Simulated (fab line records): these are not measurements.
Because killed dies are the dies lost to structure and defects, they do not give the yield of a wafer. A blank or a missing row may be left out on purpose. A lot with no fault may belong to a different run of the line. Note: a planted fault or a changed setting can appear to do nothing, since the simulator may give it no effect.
One fault through the eyes of 3 desks	flow n5Finfet	numbers are kept per desk, each desk with only its own; the story behind them comes last

THE TOOL OWNER'S DESK: rieDiel-06
The tool's own readings at N5_BEOL_M8_VIA_ETCH_34 (etches SiCOH lowk in C4F6/O2, target depth 125.5 nm, time 50.5 s): means of the sampled wafers that have a number, for each lot that ran on this tool. Any lot whose mean is over 4 standard deviations away from the usual mean is out of limits and marked OUT; that distance is given in the brackets.
Columns: A = biasW at N5_BEOL_M8_VIA_ETCH_34, usual 185.1 W; B = drypumpMotorCurrentA at N5_BEOL_M8_VIA_ETCH_34, usual 5.6 A; C = mfcArSccm at N5_BEOL_M8_VIA_ETCH_34, usual 299.9 sccm; D = oesProductAu at N5_BEOL_M8_VIA_ETCH_34, usual 0.81 a.u.; E = rfVppV at N5_BEOL_M8_VIA_ETCH_34, usual 663 V; F = showerheadPlenumPTorr at N5_BEOL_M8_VIA_ETCH_34, usual 2.86 Torr; G = throttleValvePct at N5_BEOL_M8_VIA_ETCH_34, usual 20.90 %
lot	first seen here	A	B	C	D	E	F	G
L374	day 10 03:24	185.3	5.6	300.7	0.79	661	2.94	21.05
L379	day 11 09:02	185.1	6.0	300.1	1.06	664	2.96	21.05
L382	day 12 07:21	185.0	6.1	300.6	0.96	661	2.98	21.06
L383	day 12 10:36	185.2	5.3	299.5	0.90	661	2.90	21.14
Finding of this desk: none of the 4 lots has anything out of limits.

THE DEFECT DESK
Counts from the inspections along the route, per lot, as means over the sampled wafers that have a number. Any lot whose mean is over 4 standard deviations away from the usual mean is out of limits and marked OUT; that distance is given in the brackets.
Columns: A = rawDefectCount at N5_BEOL_M8_INSPECT_30, usual 380
lot	first seen here	A
L374	day 10 02:59	332
L379	day 11 08:47	460
L382	day 12 07:00	393
L383	day 12 10:22	388
L391	day 14 04:37	347
L392	day 14 11:36	295
L393	day 15 07:52	476
Finding of this desk: none of the 7 lots has anything out of limits.

METROLOGY DESK
Means of the sampled wafers that have a number, per lot and without regard to the tool the lot ran on: this is what the gauges read. Any lot whose mean is over 4 standard deviations away from the usual mean is out of limits and marked OUT; that distance is given in the brackets.
Columns: A = cdNm at N5_BEOL_M8_CD_MEAS_28, usual 40.02 nm; B = V7_OVL at N5_BEOL_M8_OVL_MEAS_29, usual 0.0 nm
lot	first seen here	A	B
L374	day 10 02:54	40.10	-0.0
L379	day 11 08:41	40.02	0.7
L382	day 12 06:55	40.08	-0.1
L383	day 12 10:16	39.83	-0.2
L391	day 14 04:31	40.02	0.0
L392	day 14 11:31	40.33	-0.2
L393	day 15 07:47	40.02	-0.2
Finding of this desk: none of the 7 lots has anything out of limits.

ALL TOGETHER
Nothing out of limits was seen by the tool owner's desk.
No out-of-limits result turned up at the defect desk.
Metrology desk: nothing out of limits seen.

WHAT THE SIMULATOR HAD PUT IN
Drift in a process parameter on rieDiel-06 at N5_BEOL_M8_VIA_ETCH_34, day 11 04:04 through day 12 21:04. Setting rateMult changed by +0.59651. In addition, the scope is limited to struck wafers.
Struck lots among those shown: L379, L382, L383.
